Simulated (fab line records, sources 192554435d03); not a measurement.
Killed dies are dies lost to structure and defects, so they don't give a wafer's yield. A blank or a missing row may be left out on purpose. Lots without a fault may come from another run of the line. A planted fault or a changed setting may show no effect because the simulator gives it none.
Problem report in the 8D (eight disciplines) form, filled by code | flow n5_finfet | the parts of the form that need people (team, actions taken, sign-off) are left out

1. THE PROBLEM
IOFF_N_LONG at N5_BEOL_M4_RC_MEAS_101 reads a mean of 1.15e-04 nA/um on 6 wafers of 2 lots; wafers without a fault read 5.48e-05 nA/um with a standard deviation of 2.1e-06. That is +29 standard deviations from the usual mean.
First seen on wafer L158.1, day 11 18:47, on prober-02. The record holds 27 wafers of 9 lots with a number at this step. Rule for "out", or "out of limits": more than 4 standard deviations from the usual mean. The other wafers with a number count as sound.

2. WHAT IT IS AND WHAT IT IS NOT
question                    | is                                                           | is not
which readings at this step | IOFF_N_LONG, IOFF_N, IOFF_N_85C, IOFF_N_LIN, VT_N, VT_N_LONG | DIBL_N, DIBL_P, IOFF_P, ION_N, ION_P, SS_N, SS_P, VT_P
which lots                  | L158, L160                                                   | L144, L145, L151, L152, L162, L164, L166
which wafers of those lots  | all that have a number                                       | -
read on which gauges        | prober-02                                                    | prober-01
when                        | from day 11 18:47                                            | up to then (12 sound wafers); but 9 sound wafers of L162, L164, L166 came after

3. SUSPECTS, AND WHAT RULES EACH OUT
Counting: a tool at a process step up to the reading stays a suspect if it ran every lot that is out and no sound lot after the first of them.
- the gauge at N5_BEOL_M4_RC_MEAS_101: ruled out. All the wafers that are out were read on prober-02, but those of them that N5_HKMG_FIN_ETCH_58 has rows for are out there too, on other tools.
- rie_diel-03 at N5_HKMG_FIN_ETCH_55 (etches SOC in N2/H2, target depth 240 nm, time 300 s): kept. It ran every lot that is out, first L158 (day 7 11:43), and no sound lot after that; its last sound lot up to then is L151 (day 5 18:17).
- rie_diel-03 at N5_HKMG_FIN_ETCH_58 (etches SOC in N2/H2, target depth 215.8 nm, time 741 s): kept. It ran every lot that is out, first L158 (day 7 11:56), and no sound lot after that; its last sound lot up to then is L151 (day 5 18:29). Its own readings are out on those wafers: run_length_s.
Left after counting: rie_diel-03 at N5_HKMG_FIN_ETCH_55, rie_diel-03 at N5_HKMG_FIN_ETCH_58.

4. THE CAUSE (what the simulator had put in)
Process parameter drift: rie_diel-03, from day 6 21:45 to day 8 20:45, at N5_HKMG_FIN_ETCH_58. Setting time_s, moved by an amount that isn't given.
Counting left 2 suspects, and this tool is among them.

5. THE CHAIN OF EFFECTS, in route order
Each row: a reading whose mean over the struck wafers that have a number lies more than 3 standard deviations from the usual. Only readings for which the record gives a usual standard deviation are gone through. hours: the time from each lot's start at the first step in this table that gives one to its start at this step, as a median over the lots. sigmas: the change in usual standard deviations.
hours | step                    | reading        | usual          | on struck wafers | change    | sigmas
0     | N5_HKMG_FIN_ETCH_58     | run_length_s   | 764.2 s        | 636.4            | -127.8    | -99 or more
104   | N5_BEOL_M4_RC_MEAS_101  | IOFF_N         | 0.163 nA/um    | 0.426            | +0.263    | +11
104   | N5_BEOL_M4_RC_MEAS_101  | IOFF_N_85C     | 3.2 nA/um      | 7.0              | +3.8      | +10
104   | N5_BEOL_M4_RC_MEAS_101  | IOFF_N_LIN     | 0.075 nA/um    | 0.194            | +0.119    | +13
104   | N5_BEOL_M4_RC_MEAS_101  | IOFF_N_LONG    | 5.48e-05 nA/um | 1.15e-04         | +6.00e-05 | +29
104   | N5_BEOL_M4_RC_MEAS_101  | VT_N           | 249.8 mV       | 223.8            | -26.0     | -9.3
104   | N5_BEOL_M4_RC_MEAS_101  | VT_N_LONG      | 275.4 mV       | 251.1            | -24.3     | -14
204   | N5_PASSIVATION_PROBE_49 | sort_n_pass    | 1077           | 815              | -262      | -15
204   | N5_PASSIVATION_PROBE_49 | sort_yield_pct | 91.2 %         | 69.0             | -22.2     | -16
The process steps in it:
- N5_HKMG_FIN_ETCH_58: etches SOC in N2/H2, target depth 215.8 nm, time 741 s.
- N5_PASSIVATION_PROBE_49

6. WHAT WOULD HAVE CAUGHT IT SOONER
In this record the first reading out of limits at a measuring or inspecting step was taken at day 11 18:47, 117 hours after the fault began at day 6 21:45.
The tool's own readings at N5_HKMG_FIN_ETCH_58 were out on every struck wafer that the step has a row for (run_length_s): an alarm limit on them would have fired on the first of those.
All the lots that are out (2) had begun N5_HKMG_FIN_ETCH_58 on rie_diel-03 by day 11 18:47. A hold on the tool at that time would have spared none of them.
